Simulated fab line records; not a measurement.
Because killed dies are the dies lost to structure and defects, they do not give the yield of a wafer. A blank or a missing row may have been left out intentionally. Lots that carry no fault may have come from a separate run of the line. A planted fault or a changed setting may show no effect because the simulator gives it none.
Lot-split experiment || flow n5Finfet || 7 lots, 21 wafers read, on a route of 1938 steps

== SPLIT DETAILS ==
At N5_BEOL_M6_ILD_DEP_00 (deposits SiCOH lowk from DEMS/porogen, target thk 179.75 nm, time 33.4 s), the setting timeS was moved away from the recipe's 33.4 s on 6 of the 21 wafers read, by -12.5% to +14.8%. This setting was run at the recipe's value on the other wafers.

== FROM SPLIT TO READING: 1 step shown by the file between the two ==
- N5_BEOL_M6_CURE_74: cures SiCOH lowk, time 240 s

== THE READING ==
M6_ILD_THK at N5_BEOL_M6_THK_MEAS_01, in nm. On this fab line, fault-free wafers typically give 154.9 nm with a standard deviation of 2.2 nm.

{"wafer": "L082.2", "tool, chamber at the split": "pecvd-02, 2", "timeS as run, s": 31.64, "against the recipe": "-5.3%", "M6_ILD_THK, nm": 146.4, "against lot-mates on the recipe": -8.5}
{"wafer": "L082.3", "tool, chamber at the split": "pecvd-02, 0", "timeS as run, s": 31.64, "against the recipe": "-5.3%", "M6_ILD_THK, nm": 145.4, "against lot-mates on the recipe": -9.5}
{"wafer": "L082.5", "tool, chamber at the split": "pecvd-02, 1", "timeS as run, s": 33.4, "against the recipe": "recipe", "M6_ILD_THK, nm": 154.9, "against lot-mates on the recipe": "-"}
{"wafer": "L083.4", "tool, chamber at the split": "pecvd-02, 1", "timeS as run, s": 29.21, "against the recipe": "-12.5%", "M6_ILD_THK, nm": 137.9, "against lot-mates on the recipe": -19.5}
{"wafer": "L083.5", "tool, chamber at the split": "pecvd-02, 0", "timeS as run, s": 33.4, "against the recipe": "recipe", "M6_ILD_THK, nm": 157.4, "against lot-mates on the recipe": "-"}
{"wafer": "L083.6", "tool, chamber at the split": "pecvd-02, 2", "timeS as run, s": 29.21, "against the recipe": "-12.5%", "M6_ILD_THK, nm": 138.6, "against lot-mates on the recipe": -18.8}
{"wafer": "L084.2", "tool, chamber at the split": "pecvd-04, 2", "timeS as run, s": 33.4, "against the recipe": "recipe", "M6_ILD_THK, nm": 154.4, "against lot-mates on the recipe": "-"}
{"wafer": "L084.4", "tool, chamber at the split": "pecvd-04, 2", "timeS as run, s": 33.4, "against the recipe": "recipe", "M6_ILD_THK, nm": 158.2, "against lot-mates on the recipe": "-"}
{"wafer": "L084.5", "tool, chamber at the split": "pecvd-04, 1", "timeS as run, s": 33.4, "against the recipe": "recipe", "M6_ILD_THK, nm": 154.8, "against lot-mates on the recipe": "-"}
{"wafer": "L085.2", "tool, chamber at the split": "pecvd-02, 1", "timeS as run, s": 33.4, "against the recipe": "recipe", "M6_ILD_THK, nm": 151.3, "against lot-mates on the recipe": "-"}
{"wafer": "L085.3", "tool, chamber at the split": "pecvd-02, 0", "timeS as run, s": 33.4, "against the recipe": "recipe", "M6_ILD_THK, nm": 150.8, "against lot-mates on the recipe": "-"}
{"wafer": "L085.5", "tool, chamber at the split": "pecvd-02, 2", "timeS as run, s": 33.4, "against the recipe": "recipe", "M6_ILD_THK, nm": 156.9, "against lot-mates on the recipe": "-"}
{"wafer": "L088.1", "tool, chamber at the split": "pecvd-01, 1", "timeS as run, s": 33.4, "against the recipe": "recipe", "M6_ILD_THK, nm": 155.3, "against lot-mates on the recipe": "-"}
{"wafer": "L088.2", "tool, chamber at the split": "pecvd-01, 2", "timeS as run, s": 33.4, "against the recipe": "recipe", "M6_ILD_THK, nm": 150.5, "against lot-mates on the recipe": "-"}
{"wafer": "L088.5", "tool, chamber at the split": "pecvd-01, 0", "timeS as run, s": 33.4, "against the recipe": "recipe", "M6_ILD_THK, nm": 157.1, "against lot-mates on the recipe": "-"}
{"wafer": "L093.1", "tool, chamber at the split": "pecvd-02, 0", "timeS as run, s": 33.4, "against the recipe": "recipe", "M6_ILD_THK, nm": 154.9, "against lot-mates on the recipe": "-"}
{"wafer": "L093.3", "tool, chamber at the split": "pecvd-02, 0", "timeS as run, s": 38.33, "against the recipe": "+14.8%", "M6_ILD_THK, nm": 180.7, "against lot-mates on the recipe": "+24.8"}
{"wafer": "L093.4", "tool, chamber at the split": "pecvd-02, 1", "timeS as run, s": 33.4, "against the recipe": "recipe", "M6_ILD_THK, nm": 156.8, "against lot-mates on the recipe": "-"}
{"wafer": "L096.1", "tool, chamber at the split": "pecvd-01, 1", "timeS as run, s": 37.45, "against the recipe": "+12.1%", "M6_ILD_THK, nm": 174.4, "against lot-mates on the recipe": "+21.2"}
{"wafer": "L096.3", "tool, chamber at the split": "pecvd-01, 0", "timeS as run, s": 33.4, "against the recipe": "recipe", "M6_ILD_THK, nm": 153.8, "against lot-mates on the recipe": "-"}
{"wafer": "L096.4", "tool, chamber at the split": "pecvd-01, 2", "timeS as run, s": 33.4, "against the recipe": "recipe", "M6_ILD_THK, nm": 152.7, "against lot-mates on the recipe": "-"}

FIT RESULTS
A straight line over all 21 wafers: M6_ILD_THK changes by +1.54 nm for each +1% of timeS; r = +0.97; the points scatter about the line by 2.4 nm.
The same after taking each lot's own level away (the mean of its wafers on the recipe; 21 wafers): +1.63 nm for each +1%; r = +0.98; scatter 1.8 nm.
The reading moves by 24 nm for the largest change in timeS, on that fit.
The span of the lots' own levels, 153.00 to 157.40 nm, comes to 2.0 times the standard deviation stated above.
Hence the lot-to-lot level has little effect on the slope; both slopes agree.
Check: with one of the wafers moved furthest among these (+14.8%) left out of the fit, the line predicts +24 nm for it against its lot-mates. Against them it came out at +24.8 nm.

== THESE WAFERS: OTHER SPLITS ==
Other splits were also applied to these wafers ahead of the reading. Each is held against what the fit with the lots' levels taken away leaves over:
{"other split on the same wafers": "N5_BEOL_M5_ETCH_41 sourceW", "wafers away from the commonest value": 7, "r with M6_ILD_THK (lot level and that fit taken away)": "+0.23"}

== THE WHOLE CHAIN: every reading that the file lists as answering this split, in the file's order ==
{"step": "N5_BEOL_M6_ILD_DEP_00", "what it does": "deposits SiCOH lowk from DEMS/porogen, target thk 179.75 nm, time 33.4 s", "reading": "SiCOH_lowk_of_BEOL_M6_ILD_DEP_00.thkNm (the simulator's own value, which no gauge read)", "change (the file's fit)": "+1.9 nm for each +1% of the setting", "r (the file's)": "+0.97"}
{"step": "N5_BEOL_M6_CURE_74", "what it does": "cures SiCOH lowk, time 240 s", "reading": "SiCOH_lowk_of_BEOL_M6_ILD_DEP_00.thkNm (the simulator's own value, which no gauge read)", "change (the file's fit)": "+1.66 nm for each +1% of the setting", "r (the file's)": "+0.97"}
{"step": "N5_BEOL_M6_THK_MEAS_01", "what it does": "", "reading": "M6_ILD_THK", "change (the file's fit)": "+1.66 for each +1% of the setting", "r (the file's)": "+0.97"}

== THE FILE'S OWN FIT ==
M6_ILD_THK changes by +1.66 nm for each +1% of timeS, r = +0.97.
